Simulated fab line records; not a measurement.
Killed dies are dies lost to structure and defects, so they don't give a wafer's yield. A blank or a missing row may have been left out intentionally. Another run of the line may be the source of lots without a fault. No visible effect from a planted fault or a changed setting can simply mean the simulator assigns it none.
Struck lot and sound lot, side by side ; flow n5_finfet ; 21 out of 1938 route steps
Sound: wafers L830.1, L830.4, L830.6. The struck wafers were L822.1, L822.2, L822.5. At the end, the cause is stated.
At each step with rows: each side's tool, then ch and its chambers, then its first start. Under that, the readings that differ: sound wafers ; struck wafers ; difference of the means ; sigmas: that difference in standard deviations of wafers without a fault.
alike: readings with means less than 2 such deviations apart, plus words and numbers identical on both sides. not compared: withheld readings, readings lacking a value on some wafer, bounds such as >300 that could conceal the same value, and numbers that have no deviation in the record and whose values overlap.
The two part at a step that has a row with sigmas, a row that says differs or no value, or rows on one side only. Numbers that have no deviation but don't overlap get no sigmas and don't part them. Lack of a reading on every wafer of one side parts them only where that side has two or more wafers.

first, 11 steps without rows for these wafers: N5_FIN_SAQP_SRD_66 (time 30 s); N5_FIN_SAQP_RECESS_75 (chemistry HF/NH3, target SiO2, target depth 14.4 nm, afs cycles 3, sublimation time 60 s); N5_FIN_SAQP_SPACER1_ALD_24 (deposits SiO2, target thk 20.3 nm, pulse time 1 s, purge time 2 s); N5_FIN_SAQP_SPACER1_ETCHBACK_25 (etches SiO2 in CHF3/O2, target depth 24.4 nm, time 12.2 s); N5_FIN_SAQP_MANDREL1_REMOVE_56 (chemistry HBr/Cl2/O2, target a-Si, stops on SiNx, bt time 10 s); N5_FIN_SAQP_ETCH_57 (etches SiNx in CH3F/O2, target depth 32.5 nm, time 46.4 s); N5_FIN_SAQP_ETCH_65 (etches SiO2 in CF4, target depth 4 nm, time 4.4 s); N5_FIN_SAQP_MANDREL_ETCH_58 (etches a-Si in HBr/Cl2, stops on SiNx, target depth 45 nm, bt time 10 s, time 27 s); N5_FIN_SAQP_RECESS_63 (chemistry HF/NH3, target SiO2, target depth 18 nm, afs cycles 3, sublimation time 60 s); N5_FIN_SAQP_COAT_68 (time 60 s, resist thk 100 nm); N5_FIN_SAQP_ETCH_69 (etches SOC in N2/H2, stops on SiNx, target depth 150 nm).
N5_FIN_SAQP_ETCH_67: etches SiNx in CH3F/O2, target depth 30 nm.
  sound on rie_diel-02 ch 0,1,2, day 7 19:35; struck on rie_diel-02 ch 0,1, day 5 21:39
  no value came back on the struck wafers for any of 7 readings (CH3F_flow_sccm (sccm), O2_flow_sccm (sccm) and others); on the sound wafers CH3F_flow_sccm (sccm) reads 30.06 30.05 30.11
reading;sound;struck;difference;sigmas
model.SOC_of_FIN_SAQP_COAT_68.thk_nm (nm);0 0 0;6 7.6 5.8;+6;
  not compared: rf_hours_counter_h
then, 5 steps without rows for these wafers: N5_FIN_SAQP_STRIP_70 (strips in N2/H2); N5_FIN_SAQP_RECESS_71 (chemistry HF/NH3, target SiO2, target depth 3 nm, afs cycles 1, sublimation time 60 s); N5_FIN_SAQP_SPACER2_ALD_28 (deposits SiO2, target thk 8.1 nm, pulse time 1 s, purge time 2 s); N5_FIN_SAQP_SPACER2_ETCHBACK_29 (etches SiO2 in CHF3/O2, target depth 12.2 nm, time 6.1 s); N5_FIN_SAQP_MANDREL2_REMOVE_60 (chemistry HBr/Cl2/O2, target a-Si, stops on SiNx, bt time 10 s).
N5_FIN_SAQP_HM_OPEN_33: chemistry CH3F/O2, target SiNx, target depth 49.4 nm, time 70.6 s.
  sound on rie_diel-01 ch 0,2, day 7 20:24; struck on rie_diel-01 ch 0,3, day 5 22:58
reading;sound;struck;difference;sigmas
etch_rf_on_time_s (s);67.8 70.4 69.6;83.9 84.8 88.0;+16.3;+13
model.etch.depth_nm (nm);36.87 37.94 37.46;45.15 46.01 47.2;+8.70;
  alike: drypump_motor_current_A, oes_product_au, rf_vpp_V, showerhead_plenum_p_Torr, throttle_valve_pct
  not compared: rf_hours_counter_h
then, 1 step without rows for these wafers: N5_FIN_SAQP_ETCH_34 (etches SiO2 in C4F6/O2, target depth 45 nm, time 15 s).
N5_BEOL_M4_RC_MEAS_101:
  the record has rows for the sound wafers here (prober-01 ch 0, day 14 04:59) and none for the struck ones
-- here the record skips 12 days between the struck wafers' starts before and after, leaving off in module BEOL_M4 and picking up in module PASSIVATION (first step shown: number 1936 of the route) --
N5_PASSIVATION_PROBE_49:
  only the struck wafers here have rows in the record (prober-01, day 17 13:26); the sound ones have none

== WHERE THEY PART ==
Last at N5_PASSIVATION_PROBE_49 as far as this record goes, first at N5_FIN_SAQP_ETCH_67.

WHY: what the simulator had put in
Step skipped in full: rie_diel-02, at N5_FIN_SAQP_ETCH_67, from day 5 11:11 onward. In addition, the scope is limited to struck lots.
